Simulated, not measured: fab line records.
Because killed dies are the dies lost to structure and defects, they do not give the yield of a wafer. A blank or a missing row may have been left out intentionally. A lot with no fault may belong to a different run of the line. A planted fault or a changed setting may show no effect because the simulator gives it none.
fab line records | flow n5_finfet | part 1 of 2: steps 1 to 16 of 21
record: lots: 5 | wafers: 15 | last_day: 18
route steps=1938 shown FIN_SAQP@118
lots with no fault: from the same line, run without faults
start_h: the number of hours between the record's first day and the start of the first shown wafer of the lot | wait_h: how many hours have passed since the lot's step before this one | " identical to the entry in the row above | L1.1+2: a row that stands for several wafers | - no value, or no start was given | * or withheld: withheld | < > ~ a bound
route shown NAME@n: NAME is a module with steps in the file, n the number in the route of the first one | usual: mean/standard deviation taken from wafers without a fault | same: alike in all rows | chamber/n: place in a boat | sites: the reading at each site | _std_site: standard deviation of those values | _edge_site: mean of outer sites minus mean of inner sites | radius_mm: how far each site lies from the wafer's centre | mask NAME#n: copy n | behind: the last tool/chamber to shape the wafer | hold: cause of the lot's hold/its duration in hours/its outcome | device: the transistor (n, p or np) that didn't switch | end of line: tests of these same wafers at the route's end | for a step that has no rows: nothing shown but its recipe | killed: count of dies lost to structure and defects at first sort (not the wafer's yield) | map: the dies of a wafer, with x for killed, . for not killed, _ for no die there
set.NAME: the setting that was run; set.NAME@STEP: the one run at that earlier step | model.NAME: the simulator's own value behind a step, which no gauge read
lots at some steps of the route; a table a step, a row a wafer
services: a tool's chamber out of use, with start hour (start_h, from the record's first day; less than 0 if before it), hours out, and reason
== steps ==
step: N5_FIN_SAQP_HM_OPEN_73
recipe: chemistry: CHF3/O2 | target: SiO2 | stop_on: a-Si | target_depth_a: 120 | over_etch_frac: 1.8 | mask_material: SOC | time_s: 16.8 | pressure_mtorr: 30 | source_w: 650 | bias_w: 170 | Ar_flow_sccm: 200 | CHF3_flow_sccm: 50 | O2_flow_sccm: 5 | ion_energy_ev: 200 | ends: end_point
usual: drypump_motor_current_A: 5.6/0.38 | oes_o_777_au: 0.78/0.086 | oes_product_au: 0.47/0.051 | rf_fwd_power_W: 644.7/2.4 | rf_vpp_V: 523/12 | showerhead_plenum_p_Torr: 2.45/0.075 | throttle_valve_pct: 18.72/0.25
lot.wafer | tool        | chamber | start_h | wait_h | drypump_motor_current_A | oes_o_777_au | oes_product_au | rf_fwd_power_W | rf_hours_counter_h | rf_vpp_V | showerhead_plenum_p_Torr | throttle_valve_pct
L083.2    | rie_diel-04 | 2       | 77.49   | 0.0    | 5.9                     | 0.76         | 0.45           | 646.7          | 163                | 530      | 2.41                     | 18.85
L083.4    | "           | 1       | "       | "      | 6.2                     | 0.78         | 0.46           | 644.9          | 159                | 522      | 2.52                     | 19.25
L083.6    | "           | 3       | "       | "      | 5.5                     | 0.71         | 0.42           | 647.0          | -                  | 553      | 2.48                     | 18.80
L087.3    | rie_diel-01 | 3       | 101.31  | 0.0    | 5.2                     | 0.92         | 0.55           | 644.9          | 19                 | 508      | 2.47                     | 18.54
L087.4    | "           | 3       | "       | "      | 5.3                     | 0.93         | 0.55           | 643.2          | -                  | 507      | 2.47                     | 18.55
L087.6    | "           | 2       | "       | "      | 5.9                     | 0.86         | 0.52           | 645.2          | -                  | 514      | 2.53                     | 18.41
L091.1    | rie_diel-01 | 3       | 124.82  | 0.0    | 5.2                     | 0.90         | 0.53           | 642.9          | 28                 | 505      | 2.47                     | 18.55
L091.3    | "           | 2       | "       | "      | 5.9                     | 0.84         | 0.52           | 646.6          | 43                 | 516      | 2.53                     | 18.42
L091.5    | "           | 3       | "       | "      | 5.2                     | 0.90         | 0.53           | 644.3          | -                  | 507      | 2.47                     | 18.57
L093.3    | rie_diel-01 | 3       | 136.97  | 0.0    | 5.3                     | 0.89         | 0.53           | 648.3          | 31                 | 508      | 2.46                     | 18.55
L093.4    | "           | 0       | "       | "      | 5.9                     | 0.95         | 0.57           | 648.3          | 4                  | 523      | 2.58                     | 18.35
L093.5    | "           | 2       | "       | "      | 5.9                     | 0.83         | 0.50           | 649.6          | -                  | 515      | 2.53                     | 18.43
L094.3    | rie_diel-06 | 3       | 142.85  | 0.0    | 4.9                     | 0.71         | 0.43           | 642.5          | 191                | 522      | 2.31                     | 18.80
L094.4    | "           | 1       | "       | "      | 5.5                     | 0.85         | 0.52           | 640.7          | -                  | 530      | 2.44                     | 18.86
L094.5    | "           | 2       | "       | "      | 5.6                     | 0.71         | 0.42           | 645.1          | -                  | 503      | 2.48                     | 18.70
step: N5_FIN_SAQP_STRIP_74
recipe: chemistry: CHF3/O2 | resist: SiARC | rf_frequency_hz: 6e+07
lot.wafer  | tool        | chamber | start_h | wait_h
L083.2+4+6 | rie_diel-04 | 2,1,3   | 77.54   | 0.0
L087.3+4+6 | rie_diel-01 | 3,3,2   | 101.36  | 0.0
L091.1+3+5 | rie_diel-01 | 3,2,3   | 124.87  | 0.0
L093.3+4+5 | rie_diel-01 | 3,0,2   | 137.02  | 0.0
L094.3+4+5 | rie_diel-06 | 3,1,2   | 142.90  | 0.0
step: N5_FIN_SAQP_MANDREL_ETCH_22
recipe: target_depth_a: 600 | chemistry: HBr/Cl2 | target: a-Si | stop_on: SiNx | bt_time_s: 10 | over_etch_frac: 0.5 | time_s: 30 | pressure_mtorr: 10 | icp_w: 800 | bias_w: 75 | HBr_flow_sccm: 150 | Cl2_flow_sccm: 80 | ends: end_point
usual: HBr_flow_sccm: 149.9/0.45 | drypump_motor_current_A: 5.6/0.41 | oes_product_au: 0.771/0.017 | rf_fwd_power_W: 795.5/2.6 | throttle_valve_pct: 35.3/0.31
lot.wafer | tool      | chamber | start_h | wait_h | HBr_flow_sccm | drypump_motor_current_A | oes_product_au | rf_fwd_power_W | rf_hours_counter_h | throttle_valve_pct
L083.2    | rie_si-01 | 2       | 77.57   | 0.0    | 150.5         | 4.8                     | 0.769          | 795.5          | 42                 | 35.2
L083.4    | "         | 3       | "       | "      | 149.3         | 5.5                     | 0.769          | 791.9          | 87                 | 34.9
L083.6    | "         | 1       | "       | "      | 150.2         | 5.8                     | 0.761          | 793.2          | -                  | 35.6
L087.3    | rie_si-01 | 2       | 101.39  | 0.0    | 149.9         | 4.8                     | 0.781          | 796.0          | 43                 | 35.2
L087.4    | "         | 1       | "       | "      | 149.6         | 5.7                     | 0.777          | 798.1          | 15                 | 35.5
L087.6    | "         | 0       | "       | "      | 149.8         | 6.0                     | 0.760          | 795.6          | -                  | 35.4
L091.1    | rie_si-05 | 2       | 124.91  | 0.0    | 150.4         | 6.0                     | 0.780          | 793.1          | 159                | 35.4
L091.3    | "         | 0       | "       | "      | 149.8         | 5.8                     | 0.760          | 796.0          | 92                 | 35.0
L091.5    | "         | 3       | "       | "      | 149.3         | 5.9                     | 0.752          | 795.9          | -                  | 35.6
L093.3    | rie_si-05 | 1       | 137.05  | 0.0    | 150.2         | 5.0                     | 0.766          | 799.1          | 62                 | 35.5
L093.4    | "         | 0       | "       | "      | 150.4         | 5.8                     | 0.774          | 798.7          | 92                 | 35.0
L093.5    | "         | 1       | "       | "      | 149.7         | 5.0                     | 0.782          | 796.5          | -                  | 35.4
L094.3    | rie_si-02 | 2       | 142.93  | 0.0    | 150.1         | 6.1                     | 0.795          | 796.6          | 83                 | 34.5
L094.4    | "         | 1       | "       | "      | 149.7         | 5.4                     | 0.801          | 797.7          | 29                 | 35.1
L094.5    | "         | 2       | "       | "      | 149.6         | 6.1                     | 0.804          | 795.2          | -                  | 34.5
step: N5_FIN_SAQP_STRIP_55
recipe: chemistry: N2/H2 | power_w: 500 | temp_c: 40 | pressure_mtorr: 50 | rf_frequency_hz: 6e+07 | overash_fraction: 0.3 | bias_power_w: 28 | h2_frac: 0.5 | n2_flow_sccm: 300 | h2_flow_sccm: 300
usual: drypump_motor_current_A: 5.7/0.38 | oes_product_au: 0.77/0.092 | rf_vpp_V: 122.1/1.4 | showerhead_plenum_p_Torr: 3.41/0.11 | throttle_valve_pct: 18.73/0.29
lot.wafer | tool        | chamber | start_h | wait_h | drypump_motor_current_A | oes_product_au | rf_hours_counter_h | rf_vpp_V | showerhead_plenum_p_Torr | throttle_valve_pct
L083.2    | rie_diel-01 | 1       | 77.67   | 0.1    | 5.3                     | 0.74           | 176                | 122.7    | 3.46                     | 18.99
L083.4    | "           | 3       | "       | "      | 5.2                     | 0.93           | 13                 | 123.8    | 3.42                     | 18.59
L083.6    | "           | 2       | "       | "      | 6.0                     | 0.89           | -                  | 124.3    | 3.57                     | 18.45
L087.3    | rie_diel-04 | 2       | 101.52  | 0.1    | 5.9                     | 0.74           | 172                | 122.1    | 3.33                     | 19.22
L087.4    | "           | 1       | "       | "      | 6.2                     | 0.73           | -                  | 123.5    | 3.49                     | 19.00
L087.6    | "           | 2       | "       | "      | 5.9                     | 0.75           | -                  | 123.7    | 3.33                     | 19.21
L091.1    | rie_diel-04 | 0       | 125.00  | 0.1    | 6.1                     | 1.01           | 4                  | 122.8    | 3.44                     | 18.62
L091.3    | "           | 3       | "       | "      | 5.5                     | 0.67           | 248                | 121.5    | 3.42                     | 18.72
L091.5    | "           | 2       | "       | "      | 6.0                     | 0.74           | -                  | 123.2    | 3.32                     | 19.21
L093.3    | rie_diel-06 | 2       | 137.17  | 0.1    | 5.6                     | 0.68           | 233                | 122.1    | 3.46                     | 18.98
L093.4    | "           | 1       | "       | "      | 5.6                     | 0.84           | 60                 | 121.4    | 3.39                     | 18.65
L093.5    | "           | 3       | "       | "      | 4.9                     | 0.71           | -                  | 119.8    | 3.20                     | 18.46
L094.3    | rie_diel-04 | 1       | 143.04  | 0.1    | 6.2                     | 0.73           | 184                | 122.1    | 3.48                     | 19.00
L094.4    | "           | 1       | "       | "      | 6.2                     | 0.73           | -                  | 120.6    | 3.48                     | 19.03
L094.5    | "           | 2       | "       | "      | 6.0                     | 0.73           | -                  | 121.9    | 3.32                     | 19.24
step: N5_FIN_SAQP_STRIP_23
recipe: chemistry: SPM | time_s: 750 | temp_c: 130 | h2so4_h2o2_vol_ratio: 4
lot.wafer  | tool         | chamber | start_h | wait_h
L083.2+4+6 | wet_bench-06 | 2,6,0   | 77.74   | -
L087.3+4+6 | wet_bench-06 | 2,6,7   | 101.59  | -
L091.1+3+5 | wet_bench-03 | 1,3,2   | 125.07  | -
L093.3+4+5 | wet_bench-05 | 2,5,0   | 137.24  | -
L094.3+4+5 | wet_bench-05 | 6,3,5   | 143.14  | -
step: N5_FIN_SAQP_SRD_66
recipe: dry: ipa_marangoni | time_s: 30 | temp_c: 23 | rinse_liquid: diw
lot.wafer  | tool         | chamber | start_h | wait_h
L083.2+4+6 | wet_bench-06 | 2,6,0   | 77.97   | 0.0
L087.3+4+6 | wet_bench-06 | 2,6,7   | 101.80  | 0.0
L091.1+3+5 | wet_bench-03 | 1,3,2   | 125.28  | 0.0
L093.3+4+5 | wet_bench-05 | 2,5,0   | 137.46  | 0.0
L094.3+4+5 | wet_bench-05 | 6,3,5   | 143.37  | 0.0
step: N5_FIN_SAQP_RECESS_75
recipe: chemistry: HF/NH3 | target: SiO2 | target_depth_a: 144 | afs_cycles: 3 | temp_c: 30 | sublimation_temp_c: 180 | sublimation_time_s: 60
usual: drypump_motor_current_A: 5.3/0.35
lot.wafer | tool          | chamber | start_h | wait_h | drypump_motor_current_A
L083.2    | vapor_etch-01 | 0       | 78.02   | 0.0    | 4.7
L083.4    | "             | 0       | "       | "      | 4.8
L083.6    | "             | 0       | "       | "      | 4.8
L087.3    | vapor_etch-02 | 1       | 101.97  | 0.1    | 5.4
L087.4    | "             | 0       | "       | "      | 5.7
L087.6    | "             | 0       | "       | "      | 5.8
L091.1    | vapor_etch-01 | 0       | 125.33  | 0.0    | 4.8
L091.3    | "             | 0       | "       | "      | 4.8
L091.5    | "             | 1       | "       | "      | 5.4
L093.3    | vapor_etch-01 | 0       | 137.63  | 0.1    | 4.8
L093.4    | "             | 1       | "       | "      | 5.4
L093.5    | "             | 1       | "       | "      | 5.4
L094.3    | vapor_etch-02 | 1       | 143.65  | 0.3    | 5.4
L094.4    | "             | 0       | "       | "      | 5.7
L094.5    | "             | 1       | "       | "      | 5.4
step: N5_FIN_SAQP_SPACER1_ALD_24
recipe: material: SiO2 | target_thk_a: 203 | temp_c: 300 | ald_precursor_family: BDEAS | ald_co_reactant: O2-plasma | pulse_time_s: 1 | purge_time_s: 2 | co_reactant_purge_time_s: 2 | ald_cycles: 218 | pressure_torr: 2
usual: heater_power_outer_w: 263/22 | heater_power_w: 469/34 | precursor_pulse_height_rel: 0.997/0.019
lot.wafer | tool       | chamber | start_h | wait_h | heater_power_outer_w | heater_power_w | precursor_pulse_height_rel
L083.2    | ald_sin-03 | 1       | 78.40   | 0.3    | 275                  | 459            | 0.987
L083.4    | "          | 2       | "       | "      | 255                  | 455            | 0.999
L083.6    | "          | 1       | "       | "      | 274                  | 465            | 0.992
L087.3    | ald_sin-04 | 1       | 102.23  | 0.1    | 246                  | 430            | 0.966
L087.4    | "          | 2       | "       | "      | 273                  | 518            | 0.977
L087.6    | "          | 1       | "       | "      | 234                  | 425            | 0.978
L091.1    | ald_sin-03 | 3       | 125.79  | 0.3    | 246                  | 467            | 1.021
L091.3    | "          | 1       | "       | "      | 285                  | 468            | 0.972
L091.5    | "          | 1       | "       | "      | 270                  | 461            | 0.955
L093.3    | ald_sin-01 | 0       | 137.90  | 0.1    | 240                  | 428            | 0.986
L093.4    | "          | 3       | "       | "      | 311                  | 473            | 0.994
L093.5    | "          | 1       | "       | "      | 271                  | 489            | 0.969
L094.3    | ald_sin-01 | 3       | 144.01  | 0.2    | 312                  | 452            | 1.006
L094.4    | "          | 2       | "       | "      | 257                  | 475            | 0.970
L094.5    | "          | 1       | "       | "      | 273                  | 493            | 1.029
step: N5_FIN_SAQP_SPACER1_ETCHBACK_25
recipe: chemistry: CHF3/O2 | mode: anisotropic_etchback | target: SiO2 | target_depth_a: 244 | time_s: 12.2 | pressure_mtorr: 30 | source_w: 650 | bias_w: 170 | Ar_flow_sccm: 200 | CHF3_flow_sccm: 50 | O2_flow_sccm: 5 | ion_energy_ev: 200
usual: drypump_motor_current_A: 5.7/0.38 | oes_o_777_au: 0.78/0.087 | oes_product_au: 0.77/0.088 | rf_fwd_power_W: 645.7/2.3 | rf_vpp_V: 527/13 | showerhead_plenum_p_Torr: 2.46/0.062 | throttle_valve_pct: 18.85/0.27
lot.wafer | tool        | chamber | start_h | wait_h | drypump_motor_current_A | oes_o_777_au | oes_product_au | rf_fwd_power_W | rf_hours_counter_h | rf_vpp_V | showerhead_plenum_p_Torr | throttle_valve_pct
L083.2    | rie_diel-04 | 1       | 79.12   | 0.4    | 6.2                     | 0.78         | 0.77           | 647.0          | 160                | 523      | 2.52                     | 19.33
L083.4    | "           | 0       | "       | "      | 6.1                     | 0.70         | 0.68           | 645.6          | 243                | 532      | 2.47                     | 18.71
L083.6    | "           | 1       | "       | "      | 6.2                     | 0.78         | 0.76           | 645.5          | -                  | 521      | 2.52                     | 19.31
L087.3    | rie_diel-01 | 2       | 102.95  | 0.4    | 5.9                     | 0.86         | 0.85           | 645.2          | 35                 | 514      | 2.53                     | 18.48
L087.4    | "           | 3       | "       | "      | 5.2                     | 0.92         | 0.91           | 644.9          | -                  | 506      | 2.47                     | 18.61
L087.6    | "           | 1       | "       | "      | 5.3                     | 0.74         | 0.74           | 646.4          | -                  | 525      | 2.50                     | 19.02
L091.1    | rie_diel-04 | 3       | 126.50  | 0.4    | 5.5                     | 0.69         | 0.67           | 648.8          | 249                | 553      | 2.48                     | 18.90
L091.3    | "           | 2       | "       | "      | 5.9                     | 0.75         | 0.73           | 643.9          | 182                | 530      | 2.40                     | 18.98
L091.5    | "           | 1       | "       | "      | 6.2                     | 0.76         | 0.75           | 646.0          | -                  | 522      | 2.52                     | 19.34
L093.3    | rie_diel-06 | 1       | 138.61  | 0.4    | 5.6                     | 0.85         | 0.83           | 642.6          | 60                 | 530      | 2.44                     | 18.92
L093.4    | "           | 0       | "       | "      | 5.2                     | 0.70         | 0.70           | 642.6          | 249                | 538      | 2.44                     | 18.55
L093.5    | "           | 3       | "       | "      | 5.0                     | 0.71         | 0.71           | 644.0          | -                  | 521      | 2.31                     | 18.86
L094.3    | rie_diel-06 | 3       | 144.72  | 0.4    | 4.9                     | 0.71         | 0.71           | 648.2          | 192                | 521      | 2.30                     | 18.86
L094.4    | "           | 1       | "       | "      | 5.6                     | 0.85         | 0.84           | 644.1          | -                  | 530      | 2.44                     | 18.93
L094.5    | "           | 3       | "       | "      | 4.9                     | 0.71         | 0.70           | 645.6          | -                  | 520      | 2.31                     | 18.88
step: N5_FIN_SAQP_MANDREL1_REMOVE_56
recipe: chemistry: HBr/Cl2/O2 | bt_time_s: 10 | target: a-Si | stop_on: SiNx | endpoint: OES-SiCl | over_etch_frac: 1 | icp_w: 600 | bias_w: 22 | HBr_flow_sccm: 150 | Cl2_flow_sccm: 80 | O2_flow_sccm: 5 | pressure_mtorr: 10
usual: HBr_flow_sccm: 149.9/0.48 | drypump_motor_current_A: 5.7/0.36 | oes_o_777_au: 1.01/0.046 | oes_product_au: 1.008/0.019 | rf_fwd_power_W: 597.2/2.2 | throttle_valve_pct: 36.6/0.38
lot.wafer | tool      | chamber | start_h | wait_h | HBr_flow_sccm | drypump_motor_current_A | oes_o_777_au | oes_product_au | rf_fwd_power_W | rf_hours_counter_h | throttle_valve_pct
L083.2    | rie_si-02 | 1       | 79.21   | 0.1    | 149.4         | 5.4                     | 1.02         | 1.028          | 599.1          | 28                 | 36.5
L083.4    | "         | 3       | "       | "      | 149.9         | 5.4                     | 1.05         | 0.994          | 597.7          | 64                 | 36.9
L083.6    | "         | 3       | "       | "      | 150.5         | 5.4                     | 1.06         | 1.006          | 597.1          | -                  | 36.9
L087.3    | rie_si-01 | 3       | 103.04  | 0.1    | 149.7         | 5.5                     | 0.98         | 1.001          | 595.6          | 88                 | 36.2
L087.4    | "         | 0       | "       | "      | 150.5         | 6.1                     | 0.97         | 0.971          | 596.3          | 7                  | 36.8
L087.6    | "         | 0       | "       | "      | 150.8         | 6.1                     | 0.97         | 0.957          | 599.2          | -                  | 36.8
L091.1    | rie_si-02 | 0       | 126.59  | 0.1    | 149.8         | 5.7                     | 0.99         | 1.003          | 595.9          | 57                 | 37.0
L091.3    | "         | 1       | "       | "      | 151.1         | 5.4                     | 1.03         | 1.025          | 596.7          | 29                 | 36.5
L091.5    | "         | 0       | "       | "      | 149.3         | 5.8                     | 0.98         | 0.997          | 592.4          | -                  | 37.0
L093.3    | rie_si-05 | 2       | 138.70  | 0.1    | 149.7         | 6.0                     | 0.98         | 1.025          | 593.0          | 159                | 36.7
L093.4    | "         | 1       | "       | "      | 149.6         | 5.0                     | 1.00         | 1.021          | 593.0          | 62                 | 36.8
L093.5    | "         | 0       | "       | "      | 150.2         | 5.8                     | 1.06         | 1.024          | 598.0          | -                  | 36.3
L094.3    | rie_si-02 | 0       | 144.85  | 0.1    | 150.1         | 5.8                     | 0.98         | 1.006          | 597.1          | 58                 | 37.0
L094.4    | "         | 2       | "       | "      | 149.1         | 6.1                     | 1.06         | 1.016          | 596.8          | 83                 | 35.8
L094.5    | "         | 3       | "       | "      | 149.7         | 5.4                     | 1.05         | 1.006          | 597.8          | -                  | 36.9
step: N5_FIN_SAQP_CD_MEAS_27
recipe: target_cd_nm: 20 | landing_energy_ev: 1000 | detector: se_inlens | polarity: line
usual: cd_nm: 20.31/0.21
lot.wafer | tool      | chamber | start_h | wait_h | cd_nm
L083.2    | cd_sem-01 | 0       | 79.32   | 0.1    | 19.86
L083.4    | "         | 0       | "       | "      | 20.32
L083.6    | "         | 0       | "       | "      | 20.17
L087.3    | cd_sem-01 | 0       | 103.15  | 0.1    | 20.29
L087.4    | "         | 0       | "       | "      | 20.23
L087.6    | "         | 0       | "       | "      | 20.18
L091.1    | cd_sem-01 | 0       | 126.70  | 0.1    | 20.34
L091.3    | "         | 0       | "       | "      | 20.41
L091.5    | "         | 0       | "       | "      | 20.29
L093.3    | cd_sem-03 | 0       | 138.82  | 0.1    | 20.36
L093.4    | "         | 0       | "       | "      | 20.52
L093.5    | "         | 0       | "       | "      | 20.19
L094.3    | cd_sem-02 | 0       | 144.96  | 0.1    | 20.42
L094.4    | "         | 0       | "       | "      | 20.50
L094.5    | "         | 0       | "       | "      | 20.41
step: N5_FIN_SAQP_ETCH_57
recipe: chemistry: CH3F/O2 | target: SiNx | mask_material: SiO2 | target_depth_a: 325 | time_s: 46.4 | pressure_mtorr: 30 | source_w: 395 | bias_w: 73 | Ar_flow_sccm: 150 | CH3F_flow_sccm: 30 | O2_flow_sccm: 20 | ion_energy_ev: 120 | ends: cleared
usual: CH3F_flow_sccm: 30.00/0.092 | drypump_motor_current_A: 5.6/0.38 | etch_rf_on_time_s: 46.4/0.97 | oes_o_777_au: 0.80/0.097 | oes_product_au: 0.67/0.081 | rf_fwd_power_W: 388.4/2.1 | rf_vpp_V: 298/7.2 | showerhead_plenum_p_Torr: 2.04/0.06 | throttle_valve_pct: 16.24/0.26
lot.wafer | tool        | chamber | start_h | wait_h | CH3F_flow_sccm | drypump_motor_current_A | etch_rf_on_time_s | oes_o_777_au | oes_product_au | rf_fwd_power_W | rf_hours_counter_h | rf_vpp_V | showerhead_plenum_p_Torr | throttle_valve_pct
L083.2    | rie_diel-01 | 0       | 79.36   | 0.0    | 30.06          | 5.9                     | 47.5              | 0.68         | 0.58           | 391.8          | 245                | 293      | 1.90                     | 16.27
L083.4    | "           | 3       | "       | "      | 30.08          | 5.2                     | 45.9              | 0.95         | 0.79           | 386.3          | 13                 | 288      | 2.05                     | 16.01
L083.6    | "           | 1       | "       | "      | 30.00          | 5.3                     | 47.1              | 0.75         | 0.64           | 391.3          | -                  | 298      | 2.08                     | 16.47
L087.3    | rie_diel-01 | 1       | 103.19  | 0.0    | 30.04          | 5.3                     | 46.2              | 0.73         | 0.64           | 389.3          | 181                | 297      | 2.08                     | 16.48
L087.4    | "           | 1       | "       | "      | 29.93          | 5.3                     | 47.3              | 0.74         | 0.64           | 390.1          | -                  | 296      | 2.08                     | 16.46
L087.6    | "           | 3       | "       | "      | 29.97          | 5.2                     | 46.7              | 0.94         | 0.78           | 387.0          | -                  | 288      | 2.05                     | 16.03
L091.1    | rie_diel-06 | 2       | 126.76  | 0.1    | 29.96          | 5.6                     | 45.9              | 0.72         | 0.58           | 386.6          | 229                | 286      | 2.06                     | 16.23
L091.3    | "           | 1       | "       | "      | 29.78          | 5.6                     | 45.4              | 0.85         | 0.73           | 386.2          | 56                 | 299      | 2.03                     | 16.37
L091.5    | "           | 1       | "       | "      | 29.97          | 5.6                     | 46.6              | 0.85         | 0.73           | 385.1          | -                  | 301      | 2.03                     | 16.36
L093.3    | rie_diel-01 | 0       | 138.86  | 0.0    | 30.05          | 5.9                     | 45.0              | 0.93         | 0.81           | 390.5          | 4                  | 297      | 2.15                     | 15.86
L093.4    | "           | 1       | "       | "      | 30.03          | 5.3                     | 47.6              | 0.73         | 0.63           | 387.9          | 189                | 298      | 2.08                     | 16.48
L093.5    | "           | 3       | "       | "      | 29.95          | 5.3                     | 45.6              | 0.91         | 0.77           | 388.0          | -                  | 289      | 2.05                     | 16.04
L094.3    | rie_diel-06 | 1       | 145.33  | 0.4    | 29.83          | 5.5                     | 46.4              | 0.84         | 0.71           | 386.4          | -                  | 302      | 2.02                     | 16.37
L094.4    | "           | 3       | "       | "      | 29.92          | 4.9                     | 47.5              | 0.71         | 0.60           | 388.5          | -                  | 295      | 1.91                     | 16.35
L094.5    | "           | 3       | "       | "      | 29.93          | 4.9                     | 47.5              | 0.71         | 0.60           | 389.0          | -                  | 296      | 1.91                     | 16.33
step: N5_FIN_SAQP_ETCH_65
recipe: chemistry: CF4 | target: SiO2 | target_depth_a: 40 | ion_energy_ev: 350 | time_s: 4.4 | pressure_mtorr: 10 | icp_w: 800 | bias_w: 400 | cf4_flow_sccm: 80
usual: drypump_motor_current_A: 5.6/0.39 | oes_product_au: 1.009/0.022 | rf_fwd_power_W: 789/4.9 | throttle_valve_pct: 21.76/0.23
lot.wafer | tool      | chamber | start_h | wait_h | drypump_motor_current_A | oes_product_au | rf_fwd_power_W | rf_hours_counter_h | throttle_valve_pct
L083.2    | rie_si-05 | 3       | 79.47   | 0.1    | 5.9                     | 0.966          | 787            | 7                  | 21.96
L083.4    | "         | 1       | "       | "      | 5.0                     | 1.014          | 795            | 61                 | 21.72
L083.6    | "         | 0       | "       | "      | 5.8                     | 1.022          | 789            | -                  | 21.57
L087.3    | rie_si-02 | 2       | 103.30  | 0.1    | 6.1                     | 1.034          | 796            | 82                 | 21.27
L087.4    | "         | 0       | "       | "      | 5.7                     | 1.009          | 782            | 57                 | 22.08
L087.6    | "         | 2       | "       | "      | 6.1                     | 1.031          | 795            | -                  | 21.25
L091.1    | rie_si-05 | 0       | 126.86  | 0.1    | 5.8                     | 1.023          | 793            | 92                 | 21.58
L091.3    | "         | 2       | "       | "      | 6.0                     | 0.996          | 784            | 159                | 21.77
L091.5    | "         | 1       | "       | "      | 5.0                     | 1.006          | 791            | -                  | 21.72
L093.3    | rie_si-02 | 0       | 138.97  | 0.1    | 5.8                     | 0.998          | 781            | 58                 | 22.08
L093.4    | "         | 3       | "       | "      | 5.4                     | 1.013          | 791            | 65                 | 21.88
L093.5    | "         | 1       | "       | "      | 5.4                     | 1.032          | 795            | -                  | 21.69
L094.3    | rie_si-02 | 3       | 145.43  | 0.1    | 5.4                     | 1.013          | 794            | 65                 | 21.88
L094.4    | "         | 1       | "       | "      | 5.4                     | 1.034          | 794            | 29                 | 21.69
L094.5    | "         | 0       | "       | "      | 5.8                     | 0.998          | 777            | -                  | 22.08
step: N5_FIN_SAQP_MANDREL_ETCH_58
recipe: chemistry: HBr/Cl2 | target: a-Si | target_depth_a: 450 | bt_time_s: 10 | stop_on: SiNx | mask_material: SiO2 | over_etch_frac: 0.8 | time_s: 27 | pressure_mtorr: 10 | icp_w: 800 | bias_w: 75 | HBr_flow_sccm: 150 | Cl2_flow_sccm: 80 | ends: end_point
usual: HBr_flow_sccm: 150.0/0.43 | drypump_motor_current_A: 5.6/0.39 | oes_product_au: 0.702/0.013 | rf_fwd_power_W: 794/3.4 | throttle_valve_pct: 35.5/0.35
lot.wafer | tool      | chamber | start_h | wait_h | HBr_flow_sccm | drypump_motor_current_A | oes_product_au | rf_fwd_power_W | rf_hours_counter_h | throttle_valve_pct
L083.2    | rie_si-05 | 3       | 79.50   | 0.0    | 150.7         | 5.9                     | 0.673          | 795            | 7                  | 35.8
L083.4    | "         | 1       | "       | "      | 150.0         | 5.0                     | 0.704          | 796            | 61                 | 35.7
L083.6    | "         | 0       | "       | "      | 150.2         | 5.8                     | 0.709          | 794            | -                  | 35.2
L087.3    | rie_si-02 | 2       | 103.33  | 0.0    | 150.0         | 6.1                     | 0.707          | 799            | 82                 | 34.7
L087.4    | "         | 0       | "       | "      | 150.1         | 5.7                     | 0.686          | 796            | 57                 | 35.9
L087.6    | "         | 2       | "       | "      | 150.3         | 6.1                     | 0.712          | 799            | -                  | 34.7
L091.1    | rie_si-05 | 0       | 126.90  | 0.0    | 150.5         | 5.8                     | 0.709          | 794            | 92                 | 35.2
L091.3    | "         | 2       | "       | "      | 149.8         | 6.0                     | 0.708          | 790            | 159                | 35.6
L091.5    | "         | 1       | "       | "      | 149.8         | 5.0                     | 0.712          | 798            | -                  | 35.7
L093.3    | rie_si-02 | 0       | 139.00  | 0.0    | 149.8         | 5.8                     | 0.681          | 791            | 58                 | 35.9
L093.4    | "         | 3       | "       | "      | 150.1         | 5.4                     | 0.698          | 798            | 65                 | 35.8
L093.5    | "         | 1       | "       | "      | 150.2         | 5.4                     | 0.714          | 798            | -                  | 35.3
L094.3    | rie_si-02 | 3       | 145.47  | 0.0    | 150.1         | 5.4                     | 0.693          | 798            | 65                 | 35.8
L094.4    | "         | 1       | "       | "      | 150.0         | 5.4                     | 0.720          | 800            | 29                 | 35.3
L094.5    | "         | 0       | "       | "      | 149.2         | 5.7                     | 0.696          | 788            | -                  | 35.9
step: N5_FIN_SAQP_RECESS_63
recipe: chemistry: HF/NH3 | target: SiO2 | target_depth_a: 180 | afs_cycles: 3 | temp_c: 30 | sublimation_temp_c: 180 | sublimation_time_s: 60
usual: drypump_motor_current_A: 5.47/0.29
lot.wafer | tool          | chamber | start_h | wait_h | drypump_motor_current_A
L083.2    | vapor_etch-02 | 0       | 79.58   | 0.1    | 5.71
L083.4    | "             | 1       | "       | "      | 5.41
L083.6    | "             | 0       | "       | "      | 5.77
L087.3    | vapor_etch-02 | 0       | 103.53  | 0.2    | 5.74
L087.4    | "             | 1       | "       | "      | 5.38
L087.6    | "             | 1       | "       | "      | 5.38
L091.1    | vapor_etch-02 | 0       | 126.98  | 0.1    | 5.74
L091.3    | "             | 0       | "       | "      | 5.73
L091.5    | "             | 1       | "       | "      | 5.39
L093.3    | vapor_etch-02 | 0       | 139.20  | 0.2    | 5.74
L093.4    | "             | 1       | "       | "      | 5.39
L093.5    | "             | 0       | "       | "      | 5.73
L094.3    | vapor_etch-01 | 1       | 145.67  | 0.2    | 5.35
L094.4    | "             | 0       | "       | "      | 4.76
L094.5    | "             | 1       | "       | "      | 5.38
step: N5_FIN_SAQP_COAT_68
recipe: resist: SOC | temp_c: 250 | time_s: 60 | spin_rpm: 1500 | resist_thk_nm: 100
lot.wafer  | tool           | chamber | start_h | wait_h
L083.2+4+6 | litho_track-04 | 0       | 79.97   | 0.3
L087.3+4+6 | litho_track-04 | 0       | 103.81  | 0.2
L091.1+3+5 | litho_track-04 | 0       | 127.36  | 0.3
L093.3+4+5 | litho_track-04 | 0       | 139.47  | 0.2
L094.3+4+5 | litho_track-03 | 0       | 145.94  | 0.2
